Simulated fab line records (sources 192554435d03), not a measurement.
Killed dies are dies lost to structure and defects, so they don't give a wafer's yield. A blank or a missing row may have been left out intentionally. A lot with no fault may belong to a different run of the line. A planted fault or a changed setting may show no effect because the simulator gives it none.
fab line records	flow n5_finfet
record lots=9	wafers=25	last_day=17
route steps=1938 shown PMOS_HMC_CHANNEL_EPI@74 FIN_SAQP@94 FIN_CUT@165 BEOL_M4@1111 PASSIVATION@1936
lots with no fault: from the same line, run without faults
start_h: hours from the record's first day to the start of the lot's first wafer shown	wait_h: time in hours since the lot's previous step	" identical to the entry in the row above	L1.1+2: a row that stands for several wafers	- no value, or no start given	* or withheld: withheld	< > ~ a bound
route shown NAME@n: a module of which the file shows steps, and the number in the route of the first	usual: mean/standard deviation of fault-free wafers	same: alike in all rows	chamber/n: place in a boat	sites: per-site readings	_std_site: how widely they spread, as a standard deviation	_edge_site: the outer-site mean with the inner-site mean subtracted	radius_mm: for every site, how far away it sits from the centre of the wafer	mask NAME#n: copy n	behind: the last tool/chamber to shape the wafer	hold: reason for holding the lot/hours on hold/outcome of the hold	device: names the non-switching transistor (n, p or np)	end of line: the route-end tests of the same wafers	step lacking rows: just its recipe	killed: count of dies lost to structure and defects at first sort (not the wafer's yield)	map: per-die view of a wafer (x killed, . not killed, _ where there is no die)
set.NAME: the setting that was run; set.NAME@STEP: the one run at that earlier step	model.NAME: the simulator's own value behind a step, which no gauge read
route steps across a sampled set of lots; one table per step, one row per wafer
services: a tool's chamber out of use, with start hour (start_h, from the record's first day; less than 0 if before it), hours out, and reason
## steps
# step N5_PMOS_HMC_CHANNEL_EPI_FIN_RECESS_16
# recipe chemistry=HBr/Cl2	target=Si	mask_material=SiO2	target_depth_a=540	time_s=18	pressure_mtorr=10	icp_w=800	bias_w=75	HBr_flow_sccm=150	Cl2_flow_sccm=80
# usual drypump_motor_current_A=5.7/0.37	he_backside_leak_sccm=2.77/0.26	mfc_cl2_sccm=80.01/0.21	oes_product_au=0.996/0.021	throttle_valve_pct=35.7/0.31
lot.wafer	tool	chamber	start_h	wait_h	drypump_motor_current_A	he_backside_leak_sccm	mfc_cl2_sccm	oes_product_au	rf_hours_counter_h	throttle_valve_pct
L651.3	rie_si-03	2	24.04	0.0	5.2	2.66	80.14	1.014	110	36.1
L651.4	"	3	"	"	5.9	2.97	80.17	1.011	78	35.5
L651.6	"	3	"	"	5.9	2.98	80.32	1.008	-	35.5
L653.3	rie_si-04	0	36.46	0.0	6.1	2.79	79.94	0.998	99	35.5
L653.4	"	2	"	"	5.8	2.66	79.73	0.976	98	35.6
L653.6	"	2	"	"	5.8	2.64	79.44	0.975	-	35.6
L656.2	rie_si-01	3	53.58	0.0	5.5	3.05	79.84	0.991	153	36.1
L656.3	"	2	"	"	6.1	2.38	79.88	0.973	180	36.1
L656.4	"	1	"	"	5.7	2.69	79.79	0.994	105	36.1
L666.1	rie_si-04	3	117.98	0.0	5.4	2.50	79.78	0.966	30	36.1
L666.6	"	1	"	"	5.3	2.75	80.03	1.032	-	35.8
L667.1	rie_si-04	2	121.27	0.0	5.8	2.69	79.53	0.971	99	35.6
L667.3	"	3	"	"	5.4	2.50	79.79	0.973	30	36.1
L667.5	"	2	"	"	5.8	2.73	79.90	0.986	-	35.6
L668.2	rie_si-01	0	126.25	0.0	5.0	2.94	79.90	0.971	8	35.4
L668.4	"	3	"	"	5.5	3.74	80.16	0.992	155	36.1
L668.5	"	2	"	"	6.1	2.96	79.99	0.986	-	36.1
L669.2	rie_si-01	1	132.32	0.0	5.8	2.62	80.33	0.988	107	36.1
L669.3	"	0	"	"	5.0	2.83	79.97	0.969	8	35.4
L669.4	"	2	"	"	6.1	2.85	79.81	0.986	181	36.1
L670.1	rie_si-01	3	138.23	0.0	5.5	3.47	80.03	1.005	155	36.1
L670.2	"	2	"	"	6.1	2.48	80.29	0.983	181	36.1
L671.2	rie_si-03	3	144.44	0.0	5.9	3.17	79.96	1.001	80	35.5
L671.5	"	1	"	"	6.3	2.56	80.27	0.990	-	34.8
L671.6	"	0	"	"	5.9	2.78	80.02	1.024	-	35.4
# step N5_FIN_SAQP_ALD_61
# recipe material=SiO2	target_thk_a=40	temp_c=300	ald_precursor_family=BDEAS	ald_co_reactant=O2-plasma	pulse_time_s=1	purge_time_s=2	co_reactant_purge_time_s=2	ald_cycles=43	pressure_torr=2
# usual heater_power_w=499/49	precursor_pulse_height_rel=0.998/0.019
lot.wafer	tool	chamber	start_h	wait_h	heater_power_w	precursor_pulse_height_rel
L651.3	ald_sin-02	0	26.57	0.0	412	0.999
L651.4	"	3	"	"	440	1.013
L651.6	"	1	"	"	490	1.031
L653.3	ald_sin-04	1	39.08	0.0	546	0.972
L653.4	"	3	"	"	494	1.006
L653.6	"	2	"	"	450	1.014
L656.2	ald_sin-04	0	57.08	0.6	499	0.989
L656.3	"	2	"	"	443	0.987
L656.4	"	1	"	"	554	1.028
L666.1	ald_sin-04	0	120.86	0.0	496	1.025
L666.6	"	3	"	"	526	1.020
L667.1	ald_sin-04	2	123.75	0.0	454	0.999
L667.3	"	1	"	"	525	1.008
L667.5	"	0	"	"	480	0.999
L668.2	ald_sin-04	3	128.65	0.0	512	0.993
L668.4	"	2	"	"	451	0.996
L668.5	"	2	"	"	452	1.023
L669.2	ald_sin-04	0	134.78	0.0	499	1.010
L669.3	"	3	"	"	522	0.997
L669.4	"	1	"	"	528	1.004
L670.1	ald_sin-04	1	140.63	0.0	525	1.010
L670.2	"	0	"	"	492	1.015
L671.2	ald_sin-02	1	147.25	0.4	488	1.020
L671.5	"	0	"	"	398	1.011
L671.6	"	3	"	"	460	0.989
# step N5_FIN_SAQP_HM_DEP_03
# recipe material=SiNx	target_thk_a=380	temp_c=400	precursor=SiH4/NH3/N2	pressure_torr=1.5	rf_w=300	time_s=33.6
# usual heater_power_w=791/76	showerhead_plenum_p_Torr=5.10/0.082	throttle_valve_pct=39.0/1.6
lot.wafer	tool	chamber	start_h	wait_h	heater_power_w	showerhead_plenum_p_Torr	throttle_valve_pct
L651.3	pecvd-03	1	27.02	0.2	873	5.02	39.3
L651.4	"	0	"	"	705	5.00	39.3
L651.6	"	0	"	"	689	5.00	39.2
L653.3	pecvd-02	0	39.55	0.1	806	5.11	40.3
L653.4	"	1	"	"	859	5.17	40.0
L653.6	"	0	"	"	832	5.12	40.5
L656.2	pecvd-03	2	57.50	0.2	727	5.19	36.0
L656.3	"	1	"	"	865	5.00	39.4
L656.4	"	2	"	"	735	5.20	35.8
L666.1	pecvd-01	2	121.28	0.2	719	5.13	38.3
L666.6	"	0	"	"	667	5.12	37.7
L667.1	pecvd-02	0	124.30	0.2	907	5.13	40.4
L667.3	"	1	"	"	843	5.18	40.3
L667.5	"	1	"	"	847	5.18	39.9
L668.2	pecvd-03	0	129.07	0.2	790	4.99	39.7
L668.4	"	1	"	"	876	5.00	39.6
L668.5	"	0	"	"	774	5.01	39.6
L669.2	pecvd-01	2	135.25	0.2	783	5.13	38.3
L669.3	"	0	"	"	694	5.11	37.8
L669.4	"	2	"	"	798	5.14	38.3
L670.1	pecvd-03	2	141.10	0.2	749	5.20	36.0
L670.2	"	0	"	"	745	5.00	39.6
L671.2	pecvd-02	2	147.67	0.2	965	5.19	37.5
L671.5	"	1	"	"	807	5.18	40.1
L671.6	"	0	"	"	966	5.12	40.6
# step N5_FIN_SAQP_CD_MEAS_16
# recipe target_cd_nm=35.6	landing_energy_ev=500	detector=se_inlens
# usual cd_nm=35.5/0.39
lot.wafer	tool	chamber	start_h	wait_h	cd_nm
L651.3	cd_sem-02	0	27.83	-	35.3
L651.4	"	0	"	"	35.9
L651.6	"	0	"	"	35.0
L653.3	cd_sem-01	0	40.21	-	35.4
L653.4	"	0	"	"	35.6
L653.6	"	0	"	"	35.3
L656.2	cd_sem-02	0	58.15	-	36.1
L656.3	"	0	"	"	35.9
L656.4	"	0	"	"	36.2
L666.1	cd_sem-01	0	121.93	-	35.3
L666.6	"	0	"	"	35.1
L667.1	cd_sem-01	0	124.95	-	35.6
L667.3	"	0	"	"	35.2
L667.5	"	0	"	"	35.8
L668.2	cd_sem-01	0	129.85	-	34.9
L668.4	"	0	"	"	36.0
L668.5	"	0	"	"	35.1
L669.2	cd_sem-02	0	136.03	-	35.1
L669.3	"	0	"	"	35.8
L669.4	"	0	"	"	35.9
L670.1	cd_sem-02	0	141.75	-	35.4
L670.2	"	0	"	"	35.3
L671.2	cd_sem-03	0	148.33	-	35.8
L671.5	"	0	"	"	35.8
L671.6	"	0	"	"	35.6
# step N5_FIN_SAQP_INSPECT_18
# recipe mode=adi	inspect_instrument=brightfield
# usual raw_defect_count=432/120
lot.wafer	tool	chamber	start_h	wait_h	raw_defect_count
L651.3	defect_inspect-01	-	27.88	0.0	419
L651.4	"	-	"	"	329
L651.6	"	-	"	"	491
L653.3	defect_inspect-01	-	40.27	0.0	413
L653.4	"	-	"	"	403
L653.6	"	-	"	"	547
L656.2	defect_inspect-02	-	58.21	0.0	328
L656.3	"	-	"	"	1618
L656.4	"	-	"	"	504
L666.1	defect_inspect-01	-	122.00	0.0	423
L666.6	"	-	"	"	415
L667.1	defect_inspect-02	-	125.01	0.0	643
L667.3	"	-	"	"	485
L667.5	"	-	"	"	567
L668.2	defect_inspect-01	-	129.91	0.0	368
L668.4	"	-	"	"	418
L668.5	"	-	"	"	362
L669.2	defect_inspect-01	-	136.09	0.0	360
L669.3	"	-	"	"	324
L669.4	"	-	"	"	565
L670.1	defect_inspect-01	-	141.81	0.0	281
L670.2	"	-	"	"	606
L671.2	defect_inspect-02	-	148.39	0.0	554
L671.5	"	-	"	"	435
L671.6	"	-	"	"	755
# step N5_FIN_SAQP_INSPECT_40
# recipe inspect_instrument=brightfield	mode=aei
# usual raw_defect_count=233/71
lot.wafer	tool	chamber	start_h	wait_h	raw_defect_count
L651.3	defect_inspect-02	-	32.49	0.0	291
L651.4	"	-	"	"	226
L651.6	"	-	"	"	322
L653.3	defect_inspect-02	-	44.69	0.0	253
L653.4	"	-	"	"	194
L653.6	"	-	"	"	361
L656.2	defect_inspect-01	-	63.50	0.0	222
L656.3	"	-	"	"	1376
L656.4	"	-	"	"	222
L666.1	defect_inspect-02	-	126.63	0.0	385
L666.6	"	-	"	"	346
L667.1	defect_inspect-02	-	129.26	0.0	355
L667.3	"	-	"	"	243
L667.5	"	-	"	"	185
L668.2	defect_inspect-02	-	134.10	0.0	233
L668.4	"	-	"	"	321
L668.5	"	-	"	"	296
L669.2	defect_inspect-02	-	141.71	0.0	213
L669.3	"	-	"	"	230
L669.4	"	-	"	"	160
L670.1	defect_inspect-01	-	146.72	0.0	134
L670.2	"	-	"	"	192
L671.2	defect_inspect-01	-	152.59	0.0	234
L671.5	"	-	"	"	298
L671.6	"	-	"	"	244
# step N5_FIN_CUT_INSPECT_10
# recipe mode=adi	inspect_instrument=brightfield
# usual raw_defect_count=42/12
lot.wafer	tool	chamber	start_h	wait_h	raw_defect_count
L651.3	defect_inspect-02	-	33.01	0.0	44
L651.4	"	-	"	"	53
L651.6	"	-	"	"	66
L653.3	defect_inspect-01	-	45.21	0.0	42
L653.4	"	-	"	"	30
L653.6	"	-	"	"	55
L656.2	defect_inspect-02	-	64.02	0.0	43
L656.3	"	-	"	"	1186
L656.4	"	-	"	"	39
L666.1	defect_inspect-01	-	127.14	0.1	55
L666.6	"	-	"	"	45
L667.1	defect_inspect-01	-	129.66	0.1	57
L667.3	"	-	"	"	38
L667.5	"	-	"	"	29
L668.2	defect_inspect-01	-	134.61	0.0	32
L668.4	"	-	"	"	41
L668.5	"	-	"	"	60
L669.2	defect_inspect-01	-	142.10	0.0	39
L669.3	"	-	"	"	35
L669.4	"	-	"	"	44
L670.1	defect_inspect-02	-	147.11	0.1	23
L670.2	"	-	"	"	39
L671.2	defect_inspect-01	-	153.11	0.0	31
L671.5	"	-	"	"	47
L671.6	"	-	"	"	34
# step N5_BEOL_M4_RC_MEAS_101
# usual DIBL_N=36.2/2.4	DIBL_P=36.2/2.6	IOFF_N=0.16/0.045	IOFF_P=0.21/0.046	ION_N=674/17	ION_P=463/11	SS_N=71.5/0.77	SS_P=73.1/0.76	VT_N=250/3.9	VT_P=-250/3.9
lot.wafer	tool	chamber	start_h	wait_h	DIBL_N[mV/V]	DIBL_P[mV/V]	IOFF_N[nA/um]	IOFF_P[nA/um]	ION_N[uA/um]	ION_P[uA/um]	SS_N[mV/dec]	SS_P[mV/dec]	VT_N[mV]	VT_P[mV]
L651.3	prober-02	0	162.94	0.3	32.4	31.4	0.10	0.13	667	456	69.5	71.9	254	-258
L651.4	"	0	"	"	30.5	28.2	0.07	0.10	649	448	69.5	70.9	261	-261
L651.6	"	0	"	"	37.0	37.0	0.18	0.20	678	463	71.2	73.7	249	-252
L653.3	prober-01	0	178.94	0.3	36.5	38.4	0.18	0.25	678	464	71.1	73.2	247	-246
L653.4	"	0	"	"	37.6	38.5	0.20	0.26	701	476	71.8	73.6	245	-246
L653.6	"	0	"	"	35.0	35.3	0.13	0.19	649	453	70.9	72.6	255	-250
L656.2	prober-02	0	238.73	0.2	41.0	42.2	0.28	0.30	694	466	73.2	74.2	240	-244
L656.3	"	0	"	"	36.6	37.4	0.16	0.21	689	469	71.8	73.1	249	-250
L656.4	"	0	"	"	36.7	37.1	0.17	0.20	683	461	71.7	73.0	249	-253
L666.1	prober-02	0	259.19	0.0	34.9	33.0	0.13	0.20	682	473	71.2	72.7	251	-248
L666.6	"	0	"	"	38.4	36.2	0.19	0.26	638	453	72.1	73.6	248	-246
L667.1	prober-02	0	276.63	0.0	37.7	38.1	0.20	0.25	704	477	71.0	74.4	247	-249
L667.3	"	0	"	"	38.0	37.1	0.19	0.23	680	468	71.1	73.9	249	-250
L667.5	"	0	"	"	38.6	38.9	0.20	0.26	692	468	72.1	73.7	247	-247
L668.2	prober-02	0	279.63	0.2	37.8	38.2	0.20	0.24	681	466	71.0	73.6	243	-247
L668.4	"	0	"	"	36.7	37.2	0.18	0.22	684	465	71.7	73.4	248	-251
L668.5	"	0	"	"	36.5	35.5	0.17	0.19	670	459	71.9	72.6	248	-249
L669.2	prober-01	0	292.24	0.2	34.2	33.9	0.14	0.18	684	469	70.8	72.9	252	-252
L669.3	"	0	"	"	37.1	35.9	0.18	0.22	680	471	71.7	73.4	252	-249
L669.4	"	0	"	"	35.1	34.9	0.14	0.21	660	455	72.4	72.9	251	-246
L670.1	prober-02	0	294.34	0.0	37.1	36.7	0.18	0.21	680	467	72.7	73.1	248	-250
L670.2	"	0	"	"	35.6	35.6	0.15	0.20	657	448	71.6	73.5	252	-252
L671.2	prober-01	0	300.46	0.2	34.8	33.8	0.12	0.17	681	468	71.7	72.6	251	-254
L671.5	"	0	"	"	37.0	35.0	0.15	0.19	644	444	71.8	72.1	253	-253
L671.6	"	0	"	"	40.3	41.5	0.24	0.32	707	482	72.2	73.8	243	-244
# step N5_PASSIVATION_PROBE_49
# usual defect_limited_yield=91.2/1.4	killed_at_M0_to_M3=33/9.5	killed_at_M4_up=13/4.7	killed_at_contacts=11/5.3	killed_at_front_end=42/12	killed_at_other=5/3.3	killed_dies=104/17	killed_open=67/12	killed_short=33/7.7	sort_bin_4_leakage=0.01/0.058	sort_bin_5_function=5.1/0.94	sort_bin_6_memory=3.3/0.67	sort_bin_8_speed=0.1/1.3	sort_n_pass=1074/24	sort_yield_pct=91.1/2
# same gross_dies=1180	killed_at_back_side=0
lot.wafer	tool	chamber	start_h	wait_h	defect_limited_yield[%]	killed_at_M0_to_M3	killed_at_M4_up	killed_at_contacts	killed_at_front_end	killed_at_other	killed_dies	killed_open	killed_short	sort_bin_4_leakage[%]	sort_bin_5_function[%]	sort_bin_6_memory[%]	sort_bin_8_speed[%]	sort_n_pass	sort_yield_pct[%]
L656.2	prober-01	-	366.70	0.1	89.6	53	11	13	30	16	123	72	32	0.17	7.0	3.2	0	1055	89.4
L656.3	prober-01	-	366.75	0.1	80.9	22	12	5	183	3	225	49	21	0	11.4	3.5	0	955	80.9
L656.4	prober-01	-	366.80	0.2	90.8	40	15	5	46	3	109	74	32	0	5.0	4.0	0	1071	90.8
L670.1	prober-02	-	406.89	0.0	92.8	28	14	10	25	8	85	57	28	0	4.1	2.8	0	1095	92.8
# killed by level:class
L656.2 PASSIVATION:area_etch=15 BEOL_M3:geometric_particle:open=11 BEOL_M2:geometric_particle:open=10 MOL_CONTACT_COAG:geometric_particle:open=9 BEOL_M0_SAQP:geometric_particle:short=7 BEOL_M0_SAQP:geometric_particle:open=6 FIN_SAQP:geometric_particle:open=5 BEOL_M0:geometric_particle:open=5
L656.3 FIN_SAQP:unspecified=146 BEOL_M2:geometric_particle:open=10 HKMG_FIN:area_etch=7 DUMMY_GATE:geometric_particle:open=6 FIN_SAQP:geometric_particle:open=5 FIN_SAQP:geometric_particle:short=4 STI_FIN_REVEAL:geometric_particle:open=3 GATE_CUT:geometric_particle:open=3
L656.4 STI_FIN_REVEAL:geometric_particle:open=17 BEOL_M2:geometric_particle:open=16 STI_FIN_REVEAL:geometric_particle:short=5 BEOL_M1:geometric_particle:open=5 BEOL_M5:geometric_particle:open=5 GATE_CUT:geometric_particle:short=4 MOL_CONTACT_COAG:geometric_particle:open=4 BEOL_M0_SAQP:geometric_particle:short=4
L670.1 BEOL_M3:geometric_particle:open=12 MOL_CONTACT_COAG:geometric_particle:open=9 FIN_SAQP:geometric_particle:short=6 DUMMY_GATE:geometric_particle:open=6 BEOL_M2:geometric_particle:open=6 BEOL_M4:geometric_particle:open=5 MIM_TOP_ETCH:geometric_particle:short=5 STI_FIN_REVEAL:geometric_particle:open=4
## services
tool	chamber	start_h	hours	kind
pecvd-02	-	10.91	4.3	repair
pecvd-03	2	21.12	-	clean
pecvd-03	2	21.12	-	consumable_replace:showerhead
pecvd-03	2	21.12	29.0	scheduled_down
pecvd-03	2	21.12	29.0	vent_cycle
pecvd-02	0	21.62	10.5	repair
ald_sin-02	-	27.29	1.3	repair
ald_sin-02	3	56.29	1.7	repair
rie_si-04	3	60.45	3.7	repair
ald_sin-04	-	66.74	0.3	repair
pecvd-01	-	68.08	1.0	repair
rie_si-04	2	77.20	14.7	repair
ald_sin-04	-	86.24	14.0	pm
ald_sin-04	0	86.24	14.0	vent_cycle
ald_sin-04	1	86.24	14.0	vent_cycle
ald_sin-04	2	86.24	14.0	vent_cycle
ald_sin-04	3	86.24	14.0	vent_cycle
pecvd-03	2	96.59	2.1	scheduled_down
ald_sin-04	0	100.24	-	clean
ald_sin-04	1	100.24	-	clean
ald_sin-04	2	100.24	-	clean
ald_sin-04	3	100.24	-	clean
pecvd-02	0	107.86	6.9	repair
rie_si-03	-	119.28	4.0	pm
## key
first_sign step=N5_FIN_SAQP_INSPECT_18	reading=raw_defect_count	direction=up	sigmas=9.8	usual=432	struck=1618
effect step=N5_FIN_SAQP_INSPECT_40	reading=raw_defect_count	direction=up	sigmas=16	usual=233	struck=1376
effect step=N5_FIN_CUT_INSPECT_10	reading=raw_defect_count	direction=up	sigmas=92	usual=42	struck=1186
effect step=N5_PASSIVATION_PROBE_49	reading=killed_at_front_end	direction=up	sigmas=11	usual=42	struck=183
more_kills_born_at N5_FIN_SAQP_ALD_61@ald_sin-04=146
met_at N5_FIN_SAQP_ALD_61
struck_lots L656
struck_wafers L656.3
baseline_loss step=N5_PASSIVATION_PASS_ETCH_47	wafers=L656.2
not_acting_at N5_PMOS_HMC_CHANNEL_EPI_FIN_RECESS_16,N5_FIN_SAQP_HM_DEP_03,N5_FIN_SAQP_CD_MEAS_16
onset_between 39.08 57.08
fault kind=chamber_particle_source	tool=ald_sin-04	chamber=2	onset_h=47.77	steps=N5_FIN_SAQP_ALD_61	rate_per_visit_cm2=1.73	end_h=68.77
# baseline_loss: these wafers lose ten dies or more at that step, a loss of the line's own and not of a fault; the sort's usual values leave them out
